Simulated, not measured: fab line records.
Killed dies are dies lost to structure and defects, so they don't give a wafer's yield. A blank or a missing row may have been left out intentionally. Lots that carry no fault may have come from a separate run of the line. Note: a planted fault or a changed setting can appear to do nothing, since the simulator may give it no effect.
Chamber matching :: flow n5_finfet :: N5_GATE_CUT_STRIP_59 on rie_diel-04: 4 sister chambers
The step strips in N2/H2, time 20 s. 24 wafers are shown with their chamber, then 12 later ones without.

== WAFERS PAIRED WITH THEIR CHAMBERS ==
wafer: L074.2
chamber: 3
drypump_motor_current_A (A): 6.1
throttle_valve_pct (%): 11.93
oes_product_au (a.u.): 0.94

wafer: L074.4
chamber: 0
drypump_motor_current_A (A): 5.5
throttle_valve_pct (%): 12.43
oes_product_au (a.u.): 0.74

wafer: L074.6
chamber: 1
drypump_motor_current_A (A): 5.4
throttle_valve_pct (%): 12.18
oes_product_au (a.u.): 0.83

wafer: L075.2
chamber: 1
drypump_motor_current_A (A): 5.4
throttle_valve_pct (%): 12.21
oes_product_au (a.u.): 0.83

wafer: L075.5
chamber: 3
drypump_motor_current_A (A): 6.1
throttle_valve_pct (%): 11.91
oes_product_au (a.u.): 0.93

wafer: L075.6
chamber: 0
drypump_motor_current_A (A): 5.6
throttle_valve_pct (%): 12.41
oes_product_au (a.u.): 0.74

wafer: L076.2
chamber: 3
drypump_motor_current_A (A): 6.1
throttle_valve_pct (%): 11.93
oes_product_au (a.u.): 0.93

wafer: L076.3
chamber: 0
drypump_motor_current_A (A): 5.6
throttle_valve_pct (%): 12.44
oes_product_au (a.u.): 0.73

wafer: L076.4
chamber: 1
drypump_motor_current_A (A): 5.4
throttle_valve_pct (%): 12.20
oes_product_au (a.u.): 0.84

wafer: L077.2
chamber: 0
drypump_motor_current_A (A): 5.6
throttle_valve_pct (%): 12.45
oes_product_au (a.u.): 0.73

wafer: L077.4
chamber: 2
drypump_motor_current_A (A): 6.0
throttle_valve_pct (%): 12.15
oes_product_au (a.u.): 0.72

wafer: L077.5
chamber: 2
drypump_motor_current_A (A): 5.9
throttle_valve_pct (%): 12.13
oes_product_au (a.u.): 0.72

wafer: L084.2
chamber: 3
drypump_motor_current_A (A): 6.1
throttle_valve_pct (%): 11.95
oes_product_au (a.u.): 0.91

wafer: L084.5
chamber: 0
drypump_motor_current_A (A): 5.5
throttle_valve_pct (%): 12.46
oes_product_au (a.u.): 0.72

wafer: L084.6
chamber: 3
drypump_motor_current_A (A): 6.1
throttle_valve_pct (%): 11.94
oes_product_au (a.u.): 0.92

wafer: L086.1
chamber: 3
drypump_motor_current_A (A): 6.1
throttle_valve_pct (%): 11.98
oes_product_au (a.u.): 0.91

wafer: L086.5
chamber: 3
drypump_motor_current_A (A): 6.1
throttle_valve_pct (%): 11.96
oes_product_au (a.u.): 0.92

wafer: L086.6
chamber: 2
drypump_motor_current_A (A): 6.0
throttle_valve_pct (%): 12.16
oes_product_au (a.u.): 0.71

wafer: L088.1
chamber: 0
drypump_motor_current_A (A): 5.6
throttle_valve_pct (%): 12.47
oes_product_au (a.u.): 0.71

wafer: L088.2
chamber: 1
drypump_motor_current_A (A): 5.4
throttle_valve_pct (%): 12.25
oes_product_au (a.u.): 0.80

wafer: L088.4
chamber: 2
drypump_motor_current_A (A): 6.0
throttle_valve_pct (%): 12.17
oes_product_au (a.u.): 0.70

wafer: L089.3
chamber: 0
drypump_motor_current_A (A): 5.6
throttle_valve_pct (%): 12.49
oes_product_au (a.u.): 0.71

wafer: L089.4
chamber: 1
drypump_motor_current_A (A): 5.4
throttle_valve_pct (%): 12.25
oes_product_au (a.u.): 0.81

wafer: L089.6
chamber: 1
drypump_motor_current_A (A): 5.4
throttle_valve_pct (%): 12.25
oes_product_au (a.u.): 0.81

SIGNATURES (averages over the wafers above)
reading: drypump_motor_current_A
chamber 0: 5.571
chamber 1: 5.400
chamber 2: 5.975
chamber 3: 6.100
scatter within a chamber: 0.033

reading: throttle_valve_pct
chamber 0: 12.4500
chamber 1: 12.2233
chamber 2: 12.1525
chamber 3: 11.9429
scatter within a chamber: 0.0254

reading: oes_product_au
chamber 0: 0.7257
chamber 1: 0.8200
chamber 2: 0.7125
chamber 3: 0.9229
scatter within a chamber: 0.0126
Rule: a wafer lies at a distance from a chamber equal to the root of the sum of squares, over the readings, of (its reading less the chamber's mean, divided by the reading's scatter). If the next closest chamber is less than 2 further off than the closest, the wafer can't be placed; otherwise it belongs to the closest. The scatter: take each reading less its chamber's mean, square it, sum over the shown wafers, divide by the number of wafers less the number of chambers, and take the root.

== WAFERS WITHOUT THEIR CHAMBER ==
wafer: L090.2
drypump_motor_current_A (A): 5.4
throttle_valve_pct (%): 12.24
oes_product_au (a.u.): 0.80

wafer: L090.4
drypump_motor_current_A (A): 5.6
throttle_valve_pct (%): 12.47
oes_product_au (a.u.): 0.72

wafer: L090.5
drypump_motor_current_A (A): 5.5
throttle_valve_pct (%): 12.48
oes_product_au (a.u.): 0.71

wafer: L091.3
drypump_motor_current_A (A): 6.1
throttle_valve_pct (%): 12.01
oes_product_au (a.u.): 0.89

wafer: L091.5
drypump_motor_current_A (A): 5.5
throttle_valve_pct (%): 12.50
oes_product_au (a.u.): 0.71

wafer: L091.6
drypump_motor_current_A (A): 6.1
throttle_valve_pct (%): 11.99
oes_product_au (a.u.): 0.90

wafer: L095.3
drypump_motor_current_A (A): 5.5
throttle_valve_pct (%): 12.51
oes_product_au (a.u.): 0.71

wafer: L095.5
drypump_motor_current_A (A): 5.5
throttle_valve_pct (%): 12.29
oes_product_au (a.u.): 0.80

wafer: L095.6
drypump_motor_current_A (A): 6.0
throttle_valve_pct (%): 12.21
oes_product_au (a.u.): 0.69

wafer: L096.1
drypump_motor_current_A (A): 6.1
throttle_valve_pct (%): 12.01
oes_product_au (a.u.): 0.88

wafer: L096.5
drypump_motor_current_A (A): 6.0
throttle_valve_pct (%): 12.20
oes_product_au (a.u.): 0.69

wafer: L096.6
drypump_motor_current_A (A): 6.1
throttle_valve_pct (%): 11.99
oes_product_au (a.u.): 0.88

== WHICH CHAMBER EACH WENT THROUGH ==
wafer: L090.2
from the rows above: 1
in truth: 1

wafer: L090.4
from the rows above: 0
in truth: 0

wafer: L090.5
from the rows above: 0
in truth: 0

wafer: L091.3
from the rows above: 3
in truth: 3

wafer: L091.5
from the rows above: 0
in truth: 0

wafer: L091.6
from the rows above: 3
in truth: 3

wafer: L095.3
from the rows above: 0
in truth: 0

wafer: L095.5
from the rows above: 1
in truth: 1

wafer: L095.6
from the rows above: 2
in truth: 2

wafer: L096.1
from the rows above: 3
in truth: 3

wafer: L096.5
from the rows above: 2
in truth: 2

wafer: L096.6
from the rows above: 3
in truth: 3
Correctly placed: 12 of 12. Not placeable from these rows: 0. Number placed wrongly: 0.
